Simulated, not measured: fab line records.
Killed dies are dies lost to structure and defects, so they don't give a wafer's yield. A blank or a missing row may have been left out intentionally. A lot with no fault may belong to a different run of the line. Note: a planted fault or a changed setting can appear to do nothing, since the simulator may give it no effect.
The tool behind it: which one? / flow nandHarc / 11 lots with 32 wafers sampled at 5 steps, on a route of 1159 steps

## WHAT THE GAUGES READ, wafer by wafer
NHARC_END_SORT_01.
lot=L494; measured=day 21 12:26; on=prober-01; killedAtArray=24 670
lot=L500; measured=day 23 21:36; on=prober-01; killedAtArray=27 37 672

## TOOL THAT RAN EACH LOT (tool first, then ch and the chambers of the sampled wafers, then the start)
lot=L484; NHARC_A_CONTACT_ETCH_106=rieDiel-07 ch 0,2,3, day 16 14:37; NHARC_A_CONTACT_STRIP_82=rieDiel-07 ch 0,1,3, day 16 22:51 or earlier; NHARC_A_CONTACT_ETCH_92=rieDiel-08 ch 0,3, day 16 22:51; NHARC_A_CONTACT_ETCH_98=rieDiel-08 ch 0,3, day 16 22:59
lot=L485; NHARC_A_CONTACT_ETCH_106=rieDiel-08 ch 0,2, day 17 06:14; NHARC_A_CONTACT_STRIP_82=rieDiel-08 ch 2,3, day 17 11:43 or earlier; NHARC_A_CONTACT_ETCH_92=rieDiel-07 ch 0,1,3, day 17 11:43; NHARC_A_CONTACT_ETCH_98=rieDiel-07 ch 0,2,3, day 17 11:49
lot=L489; NHARC_A_CONTACT_ETCH_106=rieDiel-07 ch 0,1,2, day 17 16:19; NHARC_A_CONTACT_STRIP_82=rieDiel-07 ch 1,2,3, day 17 22:02 or earlier; NHARC_A_CONTACT_ETCH_92=rieDiel-08 ch 0,2,3, day 17 22:02; NHARC_A_CONTACT_ETCH_98=rieDiel-08 ch 1,2, day 17 22:08
lot=L490; NHARC_A_CONTACT_ETCH_106=rieDiel-07 ch 0,1,3, day 17 17:59; NHARC_A_CONTACT_STRIP_82=rieDiel-07 ch 1,2,3, day 18 00:31 or earlier; NHARC_A_CONTACT_ETCH_92=rieDiel-08 ch 0,1,3, day 18 00:31; NHARC_A_CONTACT_ETCH_98=rieDiel-08 ch 0,2,3, day 18 00:40
lot=L492; NHARC_A_CONTACT_ETCH_106=rieDiel-07 ch 0,2, day 18 19:18; NHARC_A_CONTACT_STRIP_82=rieDiel-07 ch 0,2, day 19 00:22 or earlier; NHARC_A_CONTACT_ETCH_92=rieDiel-07 ch 1,2, day 19 00:22; NHARC_A_CONTACT_ETCH_98=rieDiel-07 ch 0,1,2, day 19 00:31
lot=L494; NHARC_A_CONTACT_ETCH_106=rieDiel-04 ch 3, day 19 01:07; NHARC_A_CONTACT_STRIP_82=rieDiel-04 ch 0, day 19 07:34 or earlier; NHARC_A_CONTACT_ETCH_92=rieDiel-07 ch 0,2, day 19 07:34; NHARC_A_CONTACT_ETCH_98=rieDiel-07 ch 3, day 19 07:39
lot=L499; NHARC_A_CONTACT_ETCH_106=rieDiel-04 ch 0,1, day 20 07:23; NHARC_A_CONTACT_STRIP_82=rieDiel-04 ch 0,1, day 20 15:36 or earlier; NHARC_A_CONTACT_ETCH_92=rieDiel-08 ch 1,2, day 20 15:36; NHARC_A_CONTACT_ETCH_98=rieDiel-08 ch 1,3, day 20 15:49
lot=L500; NHARC_A_CONTACT_ETCH_106=rieDiel-07 ch 2,3, day 20 16:24; NHARC_A_CONTACT_STRIP_82=rieDiel-07 ch 0,2, day 20 23:08 or earlier; NHARC_A_CONTACT_ETCH_92=rieDiel-07 ch 0,1,2, day 20 23:08; NHARC_A_CONTACT_ETCH_98=rieDiel-07 ch 0,1, day 20 23:17
lot=L503; NHARC_A_CONTACT_ETCH_106=rieDiel-07 ch 1,2,3, day 21 05:54; NHARC_A_CONTACT_STRIP_82=rieDiel-07 ch 1,2,3, day 21 12:37 or earlier; NHARC_A_CONTACT_ETCH_92=rieDiel-04 ch 0,1,2, day 21 12:37; NHARC_A_CONTACT_ETCH_98=rieDiel-04 ch 1,2,3, day 21 12:44
lot=L507; NHARC_A_CONTACT_ETCH_106=rieDiel-08 ch 0,2,3, day 22 13:11; NHARC_A_CONTACT_STRIP_82=rieDiel-08 ch 1,2, day 22 18:27 or earlier; NHARC_A_CONTACT_ETCH_92=rieDiel-08 ch 0,1,3, day 22 18:27; NHARC_A_CONTACT_ETCH_98=rieDiel-08 ch 1,2,3, day 22 18:34
lot=L506; NHARC_A_CONTACT_ETCH_106=rieDiel-07 ch 0,3, day 22 20:51; NHARC_A_CONTACT_STRIP_82=rieDiel-07 ch 2,3, day 23 01:56 or earlier; NHARC_A_CONTACT_ETCH_92=rieDiel-04 ch 1,3, day 23 01:56; NHARC_A_CONTACT_ETCH_98=rieDiel-04 ch 0,1, day 23 02:05
- NHARC_A_CONTACT_ETCH_106: etches the open film in CF4/O2, target depth 60 nm, overetch 6 nm, time 33 s.
- NHARC_A_CONTACT_STRIP_82: strips in O2.
- NHARC_A_CONTACT_ETCH_92: etches the open film in CH3F/O2, target depth 40 nm, time 85.7 s.
- NHARC_A_CONTACT_ETCH_98: etches the open film in C4F6/O2, target depth 20 nm, time 10 s.

## THE ANSWER, worked out from the rows above alone
Rule: the lots themselves supply what counts as usual. Put in order of their means at a reading, lots are off if they are a third of the lots or fewer, leave a main group of 4 or more, and stand apart from it by a gap of 3 or more times the standard deviation of the main group's means; of several such gaps the widest counts. Not used: any main group whose means are identical at the precision the tables above print for the reading. Also off: a lot with no number at a reading for which 4 or more lots have one. Any other lot the step has rows for is counted as sound.
No lot is off at any reading shown: from this, nothing can be told.

## WHAT WAS PUT IN BY THE SIMULATOR
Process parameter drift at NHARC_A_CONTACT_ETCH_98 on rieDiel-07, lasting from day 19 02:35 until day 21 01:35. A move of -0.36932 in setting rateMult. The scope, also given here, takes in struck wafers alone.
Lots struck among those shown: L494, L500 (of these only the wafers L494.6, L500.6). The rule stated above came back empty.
